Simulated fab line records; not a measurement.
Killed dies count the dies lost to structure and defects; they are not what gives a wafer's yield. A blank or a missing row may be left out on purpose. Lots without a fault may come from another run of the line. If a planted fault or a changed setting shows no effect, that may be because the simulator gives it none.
Problem report in the 8D (eight disciplines) form, filled by code || flow n5-finfet || the parts of the form that need people (team, actions taken, sign-off) are left out
Where a reading is given only as a bound, like >300, the bound stands for it, and a mean or a difference that rests on one is marked > or <: the true number lies beyond.

1. PROBLEM STATEMENT
raw-defect-count at N5_MIM_TOP_LITHO_INSPECT_12 reads a mean of >300 on 1 wafer of 1 lot; wafers without a fault read 2.0 with a standard deviation of 1.4. That is +99 or more standard deviations from the usual mean.
The step: inspects for defects (macro).
Earliest sighting: wafer L584.4 on defect-inspect-02 at day 15 16:31. Wafers with a number at this step in the record: 33, from 11 lots. Rule for "out", or "out of limits": more than 4 standard deviations from the usual mean. The rest of the wafers with a number are treated as sound.

2. WHAT IT IS AND WHAT IT IS NOT
{"question": "which readings at this step", "is": "raw-defect-count", "is not": "-"}
{"question": "which lots", "is": "L584", "is not": "L570, L571, L574, L575, L577, L579, L587, L588, L591, L592"}
{"question": "which wafers of those lots", "is": "L584.4", "is not": "L584.2, L584.6"}
{"question": "read on which gauges", "is": "defect-inspect-02", "is not": "defect-inspect-01"}
{"question": "when", "is": "from day 15 16:31", "is not": "up to then (20 sound wafers); but 12 sound wafers of L587, L588, L591, L592 came after"}

3. SUSPECTS, AND WHAT RULES EACH OUT
Counting: if a tool at a process step up to the reading ran every lot that is out, it stays a suspect. Sound lots after the first of them don't rule it out here, since some wafers of a struck lot are sound.
- the gauge at N5_MIM_TOP_LITHO_INSPECT_12 is ruled out. All the wafers that are out were read on defect-inspect-02, but those of them that N5_PASSIVATION_PROBE_49 has rows for are out there too, on other tools.
- rtp-anneal-02 at N5_BEOL_M15_ANNEAL_48 (time 90 s): kept. The lot that is out, L584, ran on it at day 15 13:34; the last sound lot it ran before that was L574, at day 13 00:43.
- pecvd-02 at N5_PASSIVATION_PECVD_00 (deposits SiO2 from SiH4/N2O, target thk 200 nm, time 11.2 s): kept. The lot that is out, L584, ran on it at day 15 15:15; the last sound lot it ran before that was L575, at day 12 23:50.
- ald-hk-01 at N5_MIM_TOP_ALD_02 (deposits Al2O3, purge time 3 s, co reactant pulse time 3 s): kept. The lot that is out, L584, ran on it at day 15 15:00; the last sound lot it ran before that was L579, at day 14 13:00.
- In ald-hk-01 at N5_MIM_TOP_ALD_02, the wafers that are out were processed in chamber 0 and their sound lot-mates in chambers 2, 3.
The count leaves rtp-anneal-02 at N5_BEOL_M15_ANNEAL_48, pecvd-02 at N5_PASSIVATION_PECVD_00, and ald-hk-01 at N5_MIM_TOP_ALD_02.

4. THE CAUSE (what the simulator had put in)
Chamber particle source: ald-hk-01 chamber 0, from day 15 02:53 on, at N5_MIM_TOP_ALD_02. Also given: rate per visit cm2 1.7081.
Counting leaves 3 suspects; this tool is one of them.

5. THE CHAIN OF EFFECTS, in route order
Each row: a reading where the mean over the struck wafers with a number is more than 3 standard deviations away from the usual. Only readings whose record carries a usual standard deviation are examined. hours: median over the lots of the time between each lot's start at the first step of this table that gives one and its start at this step. sigmas: the change, counted in usual standard deviations.
{"hours": 0, "step": "N5_MIM_TOP_LITHO_INSPECT_12", "reading": "raw-defect-count", "usual": 2.0, "on struck wafers": ">300", "change": ">+298", "sigmas": "+99 or more"}
{"hours": 9, "step": "N5_PASSIVATION_PROBE_49", "reading": "defect-limited-yield", "usual": "90.9 %", "on struck wafers": 83.1, "change": -7.8, "sigmas": -5.2}
{"hours": 9, "step": "N5_PASSIVATION_PROBE_49", "reading": "killed-at-other", "usual": 3.4, "on struck wafers": 75.0, "change": "+71.6", "sigmas": "+29"}
{"hours": 9, "step": "N5_PASSIVATION_PROBE_49", "reading": "killed-dies", "usual": 108, "on struck wafers": 199, "change": "+91", "sigmas": "+5.1"}
{"hours": 9, "step": "N5_PASSIVATION_PROBE_49", "reading": "killed-on-rim", "usual": 14, "on struck wafers": 27, "change": "+13", "sigmas": "+3.1"}
{"hours": 9, "step": "N5_PASSIVATION_PROBE_49", "reading": "sort_bin_5_function", "usual": "5.4 %", "on struck wafers": 10.0, "change": "+4.6", "sigmas": "+4.6"}
{"hours": 9, "step": "N5_PASSIVATION_PROBE_49", "reading": "sort-n-pass", "usual": 1072, "on struck wafers": 981, "change": -91, "sigmas": -5.1}
{"hours": 9, "step": "N5_PASSIVATION_PROBE_49", "reading": "sort-yield-pct", "usual": "90.9 %", "on struck wafers": 83.1, "change": -7.8, "sigmas": -5.2}
It contains these process steps:
- N5_PASSIVATION_PROBE_49

6. HOW IT WOULD HAVE BEEN CAUGHT EARLIER
The first out-of-limits reading at a measuring or inspecting step in this record came at day 15 16:31, 14 hours after the fault's start at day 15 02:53.
An alarm limit of 4 standard deviations would not have fired on the tool readings at N5_MIM_TOP_ALD_02 for which the record gives a usual standard deviation, since none of them was out on any struck wafer.
Lots out: 1; all had begun N5_MIM_TOP_ALD_02 on ald-hk-01 by day 15 16:31. A hold on the tool at that time would have spared none of them.
